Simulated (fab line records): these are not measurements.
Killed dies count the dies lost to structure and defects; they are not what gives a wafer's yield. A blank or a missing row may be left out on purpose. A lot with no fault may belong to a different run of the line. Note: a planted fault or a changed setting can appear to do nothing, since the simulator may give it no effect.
Lot-split experiment ; flow n5-finfet ; 39 wafers read across 7 lots, on a route 1938 steps long

== ON THE SPLIT ==
At N5_HKMG_FIN_ETCH_35 (etches SOC in N2/H2, target depth 215.8 nm, time 243.4 s), the setting bias-w was moved away from the recipe's 5 W on 9 of the 39 wafers read, by -10.7% to +6.8%. All remaining wafers had this setting at the recipe value.

The reading comes from the split's own step.

== THE READING ==
rf-vpp-V, in V, at N5_HKMG_FIN_ETCH_35 (etches SOC in N2/H2, target depth 215.8 nm, time 243.4 s). A value of 141.9 V with a standard deviation of 1 V is what fault-free wafers of this fab line usually give.

wafer;tool, chamber at the split;bias-w as run, W;against the recipe;rf-vpp-V, V;against lot-mates on the recipe
L075.1;rie-diel-05, 1;5;recipe;143.2;-
L075.2;rie-diel-05, 2;4.466;-10.7%;132.4;-9.5
L075.3;rie-diel-05, 3;4.466;-10.7%;131.0;-10.9
L075.4;rie-diel-05, 0;4.466;-10.7%;132.9;-9.0
L075.5;rie-diel-05, 3;5;recipe;141.1;-
L075.6;rie-diel-05, 2;5;recipe;141.4;-
L076.1;rie-diel-04, 3;5.339;+6.8%;149.6;+7.3
L076.2;rie-diel-04, 0;5.339;+6.8%;148.1;+5.8
L076.3;rie-diel-04, 1;5;recipe;141.9;-
L076.4;rie-diel-04, 2;5.339;+6.8%;148.4;+6.1
L076.5;rie-diel-04, 3;5;recipe;143.8;-
L076.6;rie-diel-04, 2;5;recipe;141.1;-
L079.3;rie-diel-05, 3;5;recipe;141.9;-
L079.4;rie-diel-05, 2;5;recipe;140.7;-
L079.6;rie-diel-05, 3;5;recipe;140.0;-
L084.1;rie-diel-06, 2;5;recipe;140.9;-
L084.2;rie-diel-06, 0;5;recipe;141.4;-
L084.3;rie-diel-06, 1;5;recipe;140.3;-
L084.4;rie-diel-06, 3;5;recipe;142.3;-
L084.5;rie-diel-06, 2;5;recipe;143.2;-
L084.6;rie-diel-06, 3;5;recipe;142.5;-
L094.1;rie-diel-05, 2;5;recipe;142.1;-
L094.2;rie-diel-05, 1;5.307;+6.1%;148.4;+6.7
L094.3;rie-diel-05, 0;5;recipe;140.8;-
L094.4;rie-diel-05, 1;5.307;+6.1%;147.3;+5.6
L094.5;rie-diel-05, 2;5;recipe;142.1;-
L094.6;rie-diel-05, 0;5.307;+6.1%;147.2;+5.5
L095.1;rie-diel-04, 2;5;recipe;141.1;-
L095.2;rie-diel-04, 1;5;recipe;142.7;-
L095.3;rie-diel-04, 0;5;recipe;141.0;-
L095.4;rie-diel-04, 3;5;recipe;142.6;-
L095.5;rie-diel-04, 3;5;recipe;143.8;-
L095.6;rie-diel-04, 0;5;recipe;142.4;-
L097.1;rie-diel-05, 0;5;recipe;141.4;-
L097.2;rie-diel-05, 2;5;recipe;141.3;-
L097.3;rie-diel-05, 3;5;recipe;139.3;-
L097.4;rie-diel-05, 1;5;recipe;142.8;-
L097.5;rie-diel-05, 1;5;recipe;142.3;-
L097.6;rie-diel-05, 0;5;recipe;141.7;-

THE FIT
A straight line over all 39 wafers: rf-vpp-V changes by +0.941 V for each +1% of bias-w; r = +0.97; the points scatter about the line by 1 V.
The same after taking each lot's own level away (the mean of its wafers on the recipe; 39 wafers): +0.935 V for each +1%; r = +0.97; scatter 0.94 V.
The reading moves by 10 V for the largest change in bias-w, on that fit.
Across the lots, their own levels run from 140.87 to 142.27 V, a range of 1.4 times the standard deviation given above.
The two slopes are in agreement: the lot-to-lot level therefore moves the slope only a little.
Check: for one of the wafers moved furthest among these (-10.7%), held out of the fit, the line's prediction against its lot-mates is -10.1 V. It came out at -9.5 V against them.
Tool readings at the split's step, against how far the setting was moved: rf-vpp-V r = +0.97.

== OTHER SPLITS ON THESE WAFERS ==
Before the reading, these wafers also passed through other splits. Each is held against what the fit with the lots' levels taken away leaves over:
other split on the same wafers;wafers away from the commonest value;r with rf-vpp-V (lot level and that fit taken away)
N5_FIN_SAQP_HM_DEP_72 time-s;15;+0.03
N5_DUMMY_GATE_ETCH_37 source-w;9;-0.28

== THE FILE'S OWN FIT ==
rf-vpp-V changes by +0.936 V for each +1% of bias-w, r = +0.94.
